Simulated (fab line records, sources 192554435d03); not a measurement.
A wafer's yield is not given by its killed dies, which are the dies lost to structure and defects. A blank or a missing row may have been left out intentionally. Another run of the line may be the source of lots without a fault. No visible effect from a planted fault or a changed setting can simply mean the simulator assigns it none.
fab line records	flow n5-finfet
[record] lots = 7	wafers = 21
route steps=1938 shown BEOL_M14@1743 BEOL_M15@1776 MIM_BOT@1833 PASSIVATION@1916
start-h: start of the lot's first displayed wafer, in hours after the record's first day	wait-h: hours elapsed since this lot's preceding step	" unchanged from the row above	L1.1+2: one row covering several wafers at once	- no value present, or no start provided	* or withheld: withheld	< > ~ a bound
route shown NAME@n: names a module that has steps shown in the file, with the first one's number in the route	usual: mean/standard deviation of fault-free wafers	same: alike in all rows	chamber/n: place in a boat	sites: each site's reading	_std_site: the values' standard deviation	_edge_site: the outer-site mean with the inner-site mean subtracted	radius-mm: how far each site lies from the wafer's centre	mask NAME#n: copy n	behind: the last tool/chamber to shape the wafer	hold: reason for holding the lot/hours on hold/outcome of the hold	device: names the non-switching transistor (n, p or np)	end of line: the tests these same wafers got at the end of their route	a step given without rows: its recipe and nothing more	killed: not the wafer's yield, but the dies lost to structure and defects at the first sort	map: per-die view of a wafer (x killed, . not killed, _ where there is no die)
set.NAME: the setting the step ran with; set.NAME@STEP: the setting that earlier step ran with	model.NAME: the simulator's own value behind a step, which no gauge read
lots whose settings were changed on purpose; a table a step, a row a wafer
[[steps]]
[step N5_BEOL_M14_PEB_26]
[recipe] peb-temp-c = 130	peb-time-s = 90
lot.wafer	tool	chamber	start-h	wait-h	set.peb-temp-c
L074.2+3+4	litho-track-03	0	236.28	0.0	130
L081.1+5	litho-track-01	0	278.67	0.1	130
L081.3	"	0	"	"	132.2
L079.3+4	litho-track-02	0	282.20	0.0	132.3
L079.5	"	0	"	"	130
L082.1+2+4	litho-track-03	0	293.85	0.1	130
L083.2	litho-track-02	0	310.34	0.0	131
L083.4+5	"	0	"	"	130
L087.2+5	litho-track-03	0	334.40	0.0	133.7
L087.4	"	0	"	"	130
L097.1+6	litho-track-03	0	373.64	0.1	130
L097.3	"	0	"	"	131.2
[step N5_BEOL_M14_DEVELOP_27]
[recipe] develop-time-s = 45	rinse-liquid = diw	dry = air-spin	dev-temp-c = 21
[step N5_BEOL_M14_HARDBAKE_32]
[recipe] temp-c = 130	time-s = 120
[step N5_BEOL_M14_CD_MEAS_28]
[recipe] target-cd-nm = 284.4	landing-energy-ev = 500	detector = se-inlens
[usual] cd-nm = 285.2/1.9
lot.wafer	tool	chamber	start-h	wait-h	set.peb-temp-c@BEOL_M14_PEB_26	cd-nm
L074.2	cd-sem-02	0	236.40	-	130	286.0
L074.3	"	0	"	"	130	281.6
L074.4	"	0	"	"	130	284.7
L081.1	cd-sem-03	0	278.78	-	130	286.1
L081.3	"	0	"	"	132.2	296.6
L081.5	"	0	"	"	130	285.4
L079.3	cd-sem-03	0	282.31	-	132.3	295.1
L079.4	"	0	"	"	132.3	305.2
L079.5	"	0	"	"	130	287.7
L082.1	cd-sem-02	0	293.96	-	130	283.7
L082.2	"	0	"	"	130	289.5
L082.4	"	0	"	"	130	294.3
L083.2	cd-sem-03	0	310.46	-	131	290.7
L083.4	"	0	"	"	130	285.3
L083.5	"	0	"	"	130	285.7
L087.2	cd-sem-01	0	334.52	-	133.7	301.1
L087.4	"	0	"	"	130	280.9
L087.5	"	0	"	"	133.7	300.3
L097.1	cd-sem-02	0	373.75	-	130	283.0
L097.3	"	0	"	"	131.2	290.5
L097.6	"	0	"	"	130	287.2
[step N5_BEOL_M14_DESCUM_33]
[recipe] chemistry = O2	time-s = 7.9	source-power-w = 50	bias-power-w = 20	pressure-mtorr = 20	rf-frequency-hz = 2.712e+07	temp-c = 40	o2-flow-sccm = 225
lot.wafer	tool	chamber	start-h	wait-h	set.peb-temp-c@BEOL_M14_PEB_26	model.BEOL_M14.cd-nm
L074.2	rie-diel-01	0	236.48	0.0	130	285.8
L074.3	"	3	"	"	130	281.4
L074.4	"	3	"	"	130	285.2
L081.1	rie-diel-03	0	278.87	0.0	130	285.8
L081.3	"	2	"	"	132.2	296.6
L081.5	"	2	"	"	130	285.4
L079.3	rie-diel-03	3	282.40	0.0	132.3	-
L079.4	"	2	"	"	132.3	305.4
L079.5	"	0	"	"	130	287.6
L082.1	rie-diel-03	0	294.05	0.0	130	283.8
L082.2	"	1	"	"	130	289.4
L082.4	"	2	"	"	130	294.6
L083.2	rie-diel-06	3	310.55	0.0	131	290.8
L083.4	"	0	"	"	130	285.2
L083.5	"	1	"	"	130	285.8
L087.2	rie-diel-06	0	334.83	0.3	133.7	301
L087.4	"	3	"	"	130	281.2
L087.5	"	1	"	"	133.7	300
L097.1	rie-diel-03	3	373.84	0.0	130	282.8
L097.3	"	0	"	"	131.2	290.6
L097.6	"	3	"	"	130	287.2
[step N5_BEOL_M14_ETCH_67]
[recipe] chemistry = CF4	target = SiARC	target-depth-a = 1430	time-s = 238.3	ion-energy-ev = 80	pressure-mtorr = 40	source-w = 545	bias-w = 36	Ar_flow_sccm = 100	cf4-flow-sccm = 100	ends = cleared
lot.wafer	tool	chamber	start-h	wait-h	set.peb-temp-c@BEOL_M14_PEB_26	model.BEOL_M14.cd-nm
L074.2	rie-diel-01	0	236.52	0.0	130	280.6
L074.3	"	3	"	"	130	277.6
L074.4	"	3	"	"	130	281.4
L081.1	rie-diel-03	0	278.90	0.0	130	282.2
L081.3	"	2	"	"	132.2	291.4
L081.5	"	2	"	"	130	280.2
L079.3	rie-diel-03	3	282.44	0.0	132.3	289.8
L079.4	"	2	"	"	132.3	299.8
L079.5	"	0	"	"	130	283.6
L082.1	rie-diel-03	0	294.09	0.0	130	280
L082.2	"	1	"	"	130	285.4
L082.4	"	2	"	"	130	289
L083.2	rie-diel-06	3	310.58	0.0	131	287.2
L083.4	"	0	"	"	130	280.8
L083.5	"	1	"	"	130	281.6
L087.2	rie-diel-06	0	334.87	0.0	133.7	296.8
L087.4	"	3	"	"	130	276.6
L087.5	"	1	"	"	133.7	295.6
L097.1	rie-diel-03	3	373.88	0.0	130	277.4
L097.3	"	0	"	"	131.2	286.4
L097.6	"	3	"	"	130	281.8
[step N5_BEOL_M15_COAT_04]
[recipe] spin-rpm = 1704	resist-thk-nm = 800
lot.wafer	tool	chamber	start-h	wait-h	set.spin-rpm	model.coat_of_BEOL_M15_COAT_04.thk-nm
L074.2	litho-track-05	0	-	-	1704	803
L074.3	"	0	"	"	1704	800.8
L074.4	"	0	"	"	1704	801.2
L081.1	litho-track-04	0	-	-	1704	807
L081.3	"	0	"	"	1769	792.4
L081.5	"	0	"	"	1769	792
L079.3	litho-track-04	0	-	-	1704	803.2
L079.4	"	0	"	"	1704	806
L079.5	"	0	"	"	1704	802.8
L082.1	litho-track-03	0	-	-	1879	762.8
L082.2	"	0	"	"	1704	799
L082.4	"	0	"	"	1879	762
L083.2	litho-track-04	0	-	-	1704	799
L083.4	"	0	"	"	1704	801.4
L083.5	"	0	"	"	1704	803.8
L087.2	litho-track-03	0	-	-	1786	787.2
L087.4	"	0	"	"	1786	785.8
L087.5	"	0	"	"	1704	807.6
L097.1	litho-track-03	0	-	-	1704	803
L097.3	"	0	"	"	1704	803.2
L097.6	"	0	"	"	1763	787.6
[step N5_BEOL_M15_EBR_06]
[recipe] solvent = PGMEA	ebr-width-mm = 1.5
[step N5_BEOL_M15_SOFTBAKE_05]
[recipe] temp-c = 130	time-s = 60
[step N5_BEOL_M15_DESCUM_15]
[recipe] chemistry = O2	time-s = 7.9	source-power-w = 50	bias-power-w = 20	pressure-mtorr = 20	rf-frequency-hz = 2.712e+07	temp-c = 40	o2-flow-sccm = 225
[step N5_BEOL_M15_ETCH_59]
[recipe] chemistry = N2/H2	target = BARC	target-depth-a = 890	overetch-a = 267	time-s = 67.9	ion-energy-ev = 200	pressure-mtorr = 30	source-w = 840	bias-w = 150	n2-flow-sccm = 200	h2-flow-sccm = 200
lot.wafer	tool	chamber	start-h	wait-h	set.spin-rpm@BEOL_M15_COAT_04	model.coat_of_BEOL_M15_COAT_04.thk-nm
L074.2	rie-diel-05	1	243.37	0.0	1704	720.6
L074.3	"	0	"	"	1704	718.6
L074.4	"	3	"	"	1704	721.2
L081.1	rie-diel-04	3	286.24	0.0	1704	723.8
L081.3	"	1	"	"	1769	708.8
L081.5	"	3	"	"	1769	709.2
L079.3	rie-diel-04	1	286.65	0.0	1704	720
L079.4	"	2	"	"	1704	721
L079.5	"	2	"	"	1704	718.4
L082.1	rie-diel-02	2	300.53	0.0	1879	681.2
L082.2	"	0	"	"	1704	715.6
L082.4	"	1	"	"	1879	680.2
L083.2	rie-diel-05	0	314.66	0.0	1704	716.6
L083.4	"	1	"	"	1704	719.2
L083.5	"	1	"	"	1704	722.4
L087.2	rie-diel-02	3	338.37	0.0	1786	703
L087.4	"	2	"	"	1786	704.6
L087.5	"	3	"	"	1704	723.6
L097.1	rie-diel-02	2	377.87	0.0	1704	722.6
L097.3	"	3	"	"	1704	718.8
L097.6	"	0	"	"	1763	705.2
[step N5_BEOL_M15_VIA_ETCH_16]
[recipe] chemistry = C4F8/O2/Ar	target = SiO2	he-inner-torr = 15	he-outer-torr = 30	target-depth-a = 17922	time-s = withheld	ion-energy-ev = 800	pressure-mtorr = 20	source-w = 1905	bias-w = 2040	Ar_flow_sccm = 400	C4F8_flow_sccm = 16	O2_flow_sccm = 12	ends = cleared
lot.wafer	tool	chamber	start-h	wait-h	set.spin-rpm@BEOL_M15_COAT_04	model.coat_of_BEOL_M15_COAT_04.thk-nm
L074.2	rie-diel-05	1	243.42	0.0	1704	340.8
L074.3	"	0	"	"	1704	334.4
L074.4	"	3	"	"	1704	335.6
L081.1	rie-diel-04	3	286.30	0.0	1704	330.6
L081.3	"	1	"	"	1769	306.8
L081.5	"	3	"	"	1769	313.2
L079.3	rie-diel-04	1	286.71	0.0	1704	341.4
L079.4	"	2	"	"	1704	344
L079.5	"	2	"	"	1704	342.8
L082.1	rie-diel-02	2	300.58	0.0	1879	295.4
L082.2	"	0	"	"	1704	345.8
L082.4	"	1	"	"	1879	281.2
L083.2	rie-diel-05	0	314.71	0.0	1704	335.2
L083.4	"	1	"	"	1704	331.2
L083.5	"	1	"	"	1704	338.8
L087.2	rie-diel-02	3	338.43	0.0	1786	321.6
L087.4	"	2	"	"	1786	318.4
L087.5	"	3	"	"	1704	333.8
L097.1	rie-diel-02	2	377.92	0.0	1704	359
L097.3	"	3	"	"	1704	356
L097.6	"	0	"	"	1763	335.8
[step N5_MIM_BOT_SPUTTER_00]
[recipe] material = TiN	target-thk-a = 350	temp-c = 200	power-w = 3000	chamber-pressure-pa = 0.49996	gas = Ar	reactive-partial-pa = 0.37997	time-s = 89.7
lot.wafer	tool	chamber	start-h	wait-h	set.time-s	model.TiN_of_MIM_BOT_SPUTTER_00.thk-nm
L074.2+3	pvd-sputter-02	-	253.20	0.0	89.7	35.4
L074.4	"	-	"	"	89.7	35.8
L081.1	pvd-sputter-02	-	294.28	0.0	89.7	35
L081.3	"	-	"	"	89.7	34.8
L081.5	"	-	"	"	89.7	34.6
L079.3+4+5	pvd-sputter-03	-	298.88	0.0	89.7	34.6
L082.1	pvd-sputter-01	-	311.75	0.0	89.7	35.4
L082.2	"	-	"	"	100.9	39.6
L082.4	"	-	"	"	89.7	35.8
L083.2	pvd-sputter-02	-	322.02	0.0	89.7	35.4
L083.4	"	-	"	"	89.7	35
L083.5	"	-	"	"	79.42	31.4
L087.2+4+5	pvd-sputter-01	-	343.99	0.0	89.7	35.4
L097.1	pvd-sputter-02	-	388.13	0.0	99.05	38.6
L097.3+6	"	-	"	"	89.7	34.8
[step N5_PASSIVATION_PECVD_35]
[recipe] material = SiNx	target-thk-a = 7000	temp-c = 400	precursor = SiH4/NH3/N2	pressure-torr = 4.9	rf-w = 1406	time-s = 151.3
lot.wafer	tool	chamber	start-h	wait-h	set.time-s	model.SiNx_of_PASSIVATION_PECVD_35.thk-nm
L074.2	pecvd-04	0	260.63	0.1	151.3	684.2
L074.3	"	2	"	"	151.3	687.8
L074.4	"	1	"	"	151.3	705.2
L081.1	pecvd-01	1	302.19	0.1	135.4	618.2
L081.3	"	2	"	"	135.4	613.2
L081.5	"	0	"	"	151.3	703.2
L079.3	pecvd-01	1	305.59	0.1	151.3	695
L079.4	"	2	"	"	151.3	699.4
L079.5	"	1	"	"	151.3	697.8
L082.1	pecvd-04	1	321.43	0.1	151.3	687.4
L082.2	"	0	"	"	151.3	685
L082.4	"	1	"	"	151.3	698.4
L083.2	pecvd-02	1	332.92	0.1	151.3	691.2
L083.4	"	1	"	"	151.3	694.4
L083.5	"	0	"	"	151.3	700.4
L087.2	pecvd-02	0	351.18	0.1	151.3	682
L087.4	"	1	"	"	151.3	691.6
L087.5	"	2	"	"	165.2	766.4
L097.1	pecvd-02	0	397.37	0.1	151.3	701.4
L097.3	"	1	"	"	151.3	696.4
L097.6	"	0	"	"	151.3	703.4
[step N5_PASSIVATION_ETCH_54]
[recipe] chemistry = CHF3/O2	target = SiO2	target-depth-a = 8800	CHF3_flow_sccm = 50	O2_flow_sccm = 5	Ar_flow_sccm = 200	time-s = 440	mask-material = PR	pressure-mtorr = 30	source-w = 650	bias-w = 170	ion-energy-ev = 200
[usual] rf-vpp-V = 526/9.8
lot.wafer	tool	chamber	start-h	wait-h	set.source-w	rf-vpp-V
L074.2	rie-diel-01	0	261.68	0.1	650	529
L074.3	"	3	"	"	650	530
L074.4	"	2	"	"	650	543
L081.1	rie-diel-03	3	303.10	0.1	737.8	504
L081.3	"	2	"	"	650	537
L081.5	"	0	"	"	737.8	499
L079.3	rie-diel-06	2	306.37	0.1	734	487
L079.4	"	0	"	"	650	521
L079.5	"	1	"	"	734	491
L082.1	rie-diel-06	1	322.55	0.1	539.1	571
L082.2	"	2	"	"	650	516
L082.4	"	3	"	"	650	529
L083.2	rie-diel-01	0	333.75	0.1	650	530
L083.4	"	1	"	"	650	511
L083.5	"	1	"	"	616.3	526
L087.2	rie-diel-06	0	352.11	0.1	650	521
L087.4	"	3	"	"	605.2	547
L087.5	"	2	"	"	650	518
L097.1	rie-diel-03	3	398.31	0.1	722.1	510
L097.3	"	2	"	"	722.1	510
L097.6	"	2	"	"	650	536
[[key]]
[split] step = N5_BEOL_M14_PEB_26	setting = peb-temp-c	stated = 130	by = wafer
[response] step = N5_BEOL_M14_CD_MEAS_28	reading = cd-nm	change = +6.81	per = 1%	r = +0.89
[response] step = N5_BEOL_M14_DESCUM_33	reading = model.BEOL_M14.cd-nm	change = +7.21	per = 1%	r = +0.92
[response] step = N5_BEOL_M14_ETCH_67	reading = model.BEOL_M14.cd-nm	change = +6.68	per = 1%	r = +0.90
[split] step = N5_BEOL_M15_COAT_04	setting = spin-rpm	stated = 1704	by = wafer
[response] step = N5_BEOL_M15_COAT_04	reading = model.coat_of_BEOL_M15_COAT_04.thk-nm	change = -3.79	per = 1%	r = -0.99
[response] step = N5_BEOL_M15_ETCH_59	reading = model.coat_of_BEOL_M15_COAT_04.thk-nm	change = -3.63	per = 1%	r = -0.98
[response] step = N5_BEOL_M15_VIA_ETCH_16	reading = model.coat_of_BEOL_M15_COAT_04.thk-nm	change = -5.22	per = 1%	r = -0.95
[split] step = N5_MIM_BOT_SPUTTER_00	setting = time-s	stated = 89.7	by = wafer
[response] step = N5_MIM_BOT_SPUTTER_00	reading = model.TiN_of_MIM_BOT_SPUTTER_00.thk-nm	change = +0.336	per = 1%	r = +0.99
[split] step = N5_PASSIVATION_PECVD_35	setting = time-s	stated = 151.3	by = wafer
[response] step = N5_PASSIVATION_PECVD_35	reading = model.SiNx_of_PASSIVATION_PECVD_35.thk-nm	change = +8.47	per = 1%	r = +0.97
[split] step = N5_PASSIVATION_ETCH_54	setting = source-w	stated = 650	by = wafer
[response] step = N5_PASSIVATION_ETCH_54	reading = rf-vpp-V	change = -2.67	per = 1%	r = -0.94
